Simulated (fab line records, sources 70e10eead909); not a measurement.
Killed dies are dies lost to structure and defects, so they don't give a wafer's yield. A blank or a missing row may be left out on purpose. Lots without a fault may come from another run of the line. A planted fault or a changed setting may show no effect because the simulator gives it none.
fab line records | flow nand_harc
record lots=12 wafers=36 last_day=34
route steps=1302 shown A_WL_FILL@965
lots that met no fault: from a run of the same line without faults
start_h: hours from the record's first day to the start of the lot's first wafer shown | wait_h: hours since the lot's step before | " the same as in the row above | L1.1+2: a row that stands for several wafers | - no value, or no start given | * or withheld: withheld | < > ~ a bound
route shown NAME@n: a module of which the file shows steps, and the number in the route of the first | usual: mean/standard deviation of fault-free wafers | same: alike in all rows | chamber/n: place in a boat | sites: the reading at each site | _std_site: their standard deviation | _edge_site: outer sites' mean less inner sites' | radius_mm: how far each site lies from the wafer's centre | mask NAME#n: copy n | behind: the tool/chamber that last shaped the wafer | hold: why the lot was held/for how many hours/how that ended | device: the transistor (n, p or np) that didn't switch | end of line: the same wafers' tests at the end of the route | a step without rows: its recipe alone | killed: dies lost to structure and defects at the first sort, not the wafer's yield | map: a wafer's dies, x killed, . not, _ none there
set.NAME: the setting as run; set.NAME@STEP: as run at that earlier step | model.NAME: the simulator's own value behind a step, which no gauge read
steps of the route over a sample of lots; a table a step, a row a wafer
services: from which hour (start_h, from the record's first day; less than 0 if before it) a tool's chamber was out of use, for how many hours, and why
## steps
# step NHARC_A_WL_FILL_ALD_10
# recipe target_thk_a=500 pulse_time_s=10 ald_cycles=500 temp_c=300 material=SiO2
# usual heater_power_w=479/61 precursor_pulse_height_rel=1.001/0.019
# columns lot.wafer tool chamber start_h wait_h heater_power_w precursor_pulse_height_rel
L402.2 ald_hk-03 2 483.02 0.1 632 0.993
L402.1 " 0 " " 494 1.004
L402.5 " 2 485.01 2.0 657 1.006
L401.1 ald_hk-04 3 484.44 1.5 435 1.003
L401.6 " 1 485.48 2.5 440 0.964
L401.5 " 2 " " 468 1.055
L405.3 ald_hk-01 2 502.71 0.6 493 0.996
L405.1 " 0 503.74 1.6 421 1.046
L405.5 " 2 504.76 2.6 495 1.013
L407.1 ald_hk-04 0 515.96 0.1 494 0.992
L407.3 " 1 " " 441 0.994
L407.5 " 0 518.04 2.1 493 1.023
L409.4 ald_hk-01 3 548.16 0.1 527 1.011
L409.1 " 1 549.19 1.1 390 0.990
L409.2 " 2 " " 492 1.023
L411.3 ald_hk-01 3 570.02 0.6 533 1.009
L411.6 " 2 571.55 2.1 490 1.043
L411.5 " 3 " " 537 1.000
L410.2 ald_hk-04 3 570.70 1.2 447 0.994
L410.6 " 3 572.79 3.3 443 0.983
L410.5 " 0 " " 491 0.992
L414.3 ald_hk-03 2 615.25 1.1 633 0.994
L414.5 " 0 616.28 2.1 474 0.982
L414.6 " 1 " " 411 0.989
L417.3 ald_hk-01 1 620.73 0.6 407 1.034
L417.1 " 3 621.76 1.6 529 0.986
L417.5 " 0 " " 423 0.971
L416.1 ald_hk-01 1 623.30 3.1 391 1.003
L416.2 " 3 624.33 4.2 539 0.983
L416.6 " 1 625.37 5.2 411 1.027
L421.3 ald_hk-03 0 670.47 0.0 479 0.982
L421.1 " 1 " " 416 0.969
L421.6 " 0 672.55 2.1 476 0.992
L423.1 ald_hk-04 2 714.38 2.1 482 0.989
L423.2 " 3 " " 446 0.996
L423.3 " 1 715.91 3.6 493 1.012
# step NHARC_A_WL_FILL_CVD_23
# recipe target_thk_a=400 temp_c=620 pressure_mtorr=200 time_s=800 material=poly-Si
# usual pressure_mtorr=200.1/0.37 run_length_s=801.8/0.55 zone_power_top_pct=19.8/2
# columns lot.wafer tool chamber start_h wait_h pressure_mtorr run_length_s zone_power_top_pct
L401.1 lpcvd_poly-04 0 490.39 1.9 199.7 801.0 22.4
L401.5 " 0 " " 199.2 801.0 22.7
L401.6 " 0 " " 200.2 801.0 22.3
L402.1 lpcvd_poly-04 0 490.39 2.4 200.5 801.5 22.0
L402.2 " 0 " " 200.0 801.5 22.6
L402.5 " 0 " " 200.3 801.5 22.1
L405.1 lpcvd_poly-04 0 509.67 2.4 200.0 801.2 22.9
L405.3 " 0 " " 199.9 801.2 23.0
L405.5 " 0 " " 199.8 801.2 22.4
L407.1 lpcvd_poly-02 0 523.46 2.4 200.1 801.9 16.6
L407.3 " 0 " " 200.6 801.9 16.8
L407.5 " 0 " " 200.5 801.9 16.7
L409.1 lpcvd_poly-02 0 555.64 2.4 199.9 801.5 16.9
L409.2 " 0 " " 200.1 801.5 17.2
L409.4 " 0 " " 199.6 801.5 16.8
L410.2 lpcvd_poly-03 0 576.87 - 200.6 802.2 19.9
L410.5 " 0 " " 200.2 802.2 19.7
L410.6 " 0 " " 200.5 802.2 19.5
L411.3 lpcvd_poly-03 0 576.87 2.3 200.6 802.4 19.5
L411.5 " 0 " " 200.1 802.4 19.6
L411.6 " 0 " " 199.7 802.4 19.8
L414.3 lpcvd_poly-02 - 621.71 2.4 - - -
L414.5 " - " " - - -
L414.6 " - " " - - -
L417.1 lpcvd_poly-03 - 627.58 2.3 - - -
L417.3 " - " " - - -
L417.5 " - " " - - -
L416.1 lpcvd_poly-03 0 630.69 2.3 199.5 802.2 19.5
L416.2 " 0 " " 199.6 802.2 19.7
L416.6 " 0 " " 199.6 802.2 19.9
L421.1 lpcvd_poly-03 0 677.86 2.2 200.0 802.2 19.6
L421.3 " 0 " " 200.1 802.2 19.5
L421.6 " 0 " " 200.3 802.2 19.9
L423.1 lpcvd_poly-02 0 720.99 1.6 200.3 801.0 17.1
L423.2 " 0 " " 201.0 801.0 16.8
L423.3 " 0 " " 200.5 801.0 16.9
# step NHARC_A_WL_FILL_ETCHBACK_26
# recipe target_depth_a=520 time_s=13.3 hbr_flow_sccm=150 rf_w=350 icp_w=350 bias_w=60 chemistry=HBr
# usual drypump_motor_current_A=5.6/0.43 oes_product_au=1.003/0.0093 rf_fwd_power_W=343.1/1.7 throttle_valve_pct=23.266/0.01
# columns lot.wafer tool chamber start_h wait_h drypump_motor_current_A oes_product_au rf_fwd_power_W rf_hours_counter_h throttle_valve_pct
L402.1 rie_si-02 3 493.00 0.4 6.1 1.006 343.7 0.24 23.244
L402.2 " 2 " " 5.5 1.004 344.6 0.25 23.265
L402.5 " 3 " " 6.1 1.006 344.1 - 23.247
L401.1 rie_si-03 1 493.01 0.4 4.9 0.999 342.8 0.52 23.262
L401.6 " 0 " " 5.3 1.008 343.3 - 23.259
L401.5 " 1 " " 4.9 0.999 342.7 - 23.256
L405.3 rie_si-02 2 512.24 0.4 5.5 0.992 341.9 0.32 23.269
L405.1 " 3 " " 6.1 1.005 343.7 0.35 23.273
L405.5 " 3 " " 6.1 0.998 343.9 - 23.266
L407.3 rie_si-03 3 526.04 0.4 5.7 1.006 344.5 0.80 23.272
L407.1 " 0 " " 5.3 1.001 344.2 0.79 23.277
L407.5 " 3 " " 5.7 1.000 344.6 - 23.245
L409.1 rie_si-04 1 558.22 0.4 5.2 1.010 340.4 0.21 23.270
L409.4 " 2 " " 5.8 0.996 342.5 0.18 23.274
L409.2 " 3 " " 6.0 1.008 342.6 0.17 23.243
L410.2 rie_si-04 0 579.42 0.4 5.8 1.020 345.5 0.44 23.263
L410.5 " 3 " " 6.0 1.008 341.0 - 23.254
L410.6 " 0 " " 5.8 0.999 345.4 - 23.263
L411.3 rie_si-02 3 579.43 0.4 6.1 1.007 345.4 0.74 23.287
L411.6 " 1 " " 6.3 0.992 344.6 - 23.269
L411.5 " 2 " " 5.5 1.012 344.5 - 23.276
L414.3 rie_si-04 1 624.31 0.4 5.2 1.018 342.4 0.63 23.258
L414.5 " 1 " " 5.3 1.001 340.8 - 23.272
L414.6 " 2 " " 5.9 1.007 343.3 - 23.283
L417.3 rie_si-03 2 630.18 0.4 5.5 1.011 342.0 0.24 23.273
L417.1 " 1 " " 4.9 1.022 341.6 0.25 23.278
L417.5 " 2 " " 5.5 1.005 342.5 - 23.255
L416.1 rie_si-03 3 633.29 0.4 5.7 1.008 345.6 0.34 23.270
L416.2 " 0 " " 5.3 1.011 343.7 0.32 23.255
L416.6 " 2 " " 5.5 0.994 343.3 - 23.266
L421.1 rie_si-03 3 680.43 0.4 5.7 1.003 343.9 0.64 23.246
L421.3 " 2 " " 5.4 0.992 343.4 0.64 23.265
L421.6 " 3 " " 5.7 1.010 344.7 - 23.265
L423.2 rie_si-02 2 723.59 0.4 5.5 0.977 342.1 0.64 23.255
L423.1 " 3 " " 6.1 1.007 346.3 0.59 23.270
L423.3 " 1 " " 6.3 1.020 341.9 0.54 23.267
# step NHARC_A_WL_FILL_ALD_19
# recipe target_thk_a=20 pulse_time_s=3 ald_cycles=100 temp_c=450 material=TiN
# usual heater_power_w=1045/120 precursor_pulse_height_rel=1.001/0.021
# columns lot.wafer tool chamber start_h wait_h heater_power_w precursor_pulse_height_rel
L402.1 ald_metal-01 0 493.27 0.1 1116 1.010
L402.2 " 2 " " 1062 0.982
L402.5 " 1 " " 935 0.997
L401.1 ald_metal-03 3 493.30 0.1 1132 1.019
L401.6 " 3 " " 1163 0.981
L401.5 " 1 " " 1038 0.971
L405.1 ald_metal-01 1 512.51 0.1 918 0.989
L405.3 " 3 " " 1169 1.017
L405.5 " 1 " " 929 0.998
L407.1 ald_metal-03 1 526.31 0.1 1015 1.035
L407.3 " 0 " " 939 1.029
L407.5 " 1 " " 1018 1.009
L409.4 ald_metal-01 2 558.49 0.1 1082 1.002
L409.1 " 3 " " 1191 0.987
L409.2 " 0 " " 1183 1.021
L411.3 ald_metal-03 2 579.69 0.1 951 0.985
L411.5 " 1 " " 1061 1.007
L411.6 " 2 " " 949 1.002
L410.2 ald_metal-01 1 579.73 0.2 857 0.996
L410.6 " 2 " " 1077 1.002
L410.5 " 1 " " 861 1.038
L414.3 ald_metal-02 3 624.63 0.2 1064 1.033
L414.6 " 0 " " 942 1.018
L414.5 " 1 " " 845 0.991
L417.3 ald_metal-01 2 630.47 0.1 1105 1.042
L417.1 " 0 " " 1228 1.015
L417.5 " 0 " " 1215 0.975
L416.1 ald_metal-02 2 633.53 0.1 1311 1.008
L416.2 " 3 " " 1050 0.958
L416.6 " 3 " " 1043 0.960
L421.1 ald_metal-03 0 680.70 0.1 975 1.015
L421.3 " 3 " " 1161 1.004
L421.6 " 0 " " 974 0.985
L423.2 ald_metal-01 0 723.86 0.1 1072 0.982
L423.1 " 1 " " 931 0.997
L423.3 " 2 " " 1160 1.033
## services
# columns tool chamber start_h hours kind
ald_metal-03 0 469.30 24.0 repair
ald_hk-01 - 476.02 10.0 pm
ald_metal-01 3 507.98 3.1 repair
ald_metal-01 - 526.00 10.0 pm
ald_hk-04 - 526.88 0.6 repair
ald_metal-01 - 555.39 1.0 repair
ald_hk-04 - 558.19 0.6 repair
ald_metal-01 0 558.69 25.1 repair
ald_metal-03 - 568.00 10.0 pm
rie_si-03 1 574.13 3.1 repair
ald_metal-01 2 574.55 4.0 repair
rie_si-03 - 575.00 9.0 pm
ald_metal-01 0 593.24 3.4 repair
ald_metal-01 0 604.90 24.5 repair
ald_metal-01 3 617.03 27.0 repair
ald_hk-04 - 617.63 10.0 pm
rie_si-02 - 631.00 9.0 pm
ald_hk-04 - 647.22 0.6 repair
ald_hk-01 - 655.55 10.0 pm
rie_si-02 - 672.72 0.5 repair
ald_metal-01 0 689.83 9.7 repair
rie_si-03 2 702.29 4.4 repair
ald_metal-01 - 704.00 10.0 pm
rie_si-02 - 704.17 0.4 repair
## key
first_sign step=NHARC_A_WL_FILL_CVD_23 reading=tool_record direction=missing
effect none on later readings
met_at NHARC_A_WL_FILL_CVD_23
struck_lots L414,L417
tester_left_out L414,L417
not_acting_at NHARC_A_WL_FILL_ALD_10,NHARC_A_WL_FILL_ETCHBACK_26,NHARC_A_WL_FILL_ALD_19
onset_between 576.87 621.71
fault kind=skipped_step_whole tool=lpcvd_poly-02,lpcvd_poly-03 chamber=- onset_h=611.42 steps=NHARC_A_WL_FILL_CVD_23 scope=struck_lots_only
# tester_left_out: of these lots the tester's yield and bins aren't shown, on N5 and GAA mostly nor the transistor test; their killed dies are dies lost to structure and defects alone, not to doping, threshold or leakage, so they don't give the yield
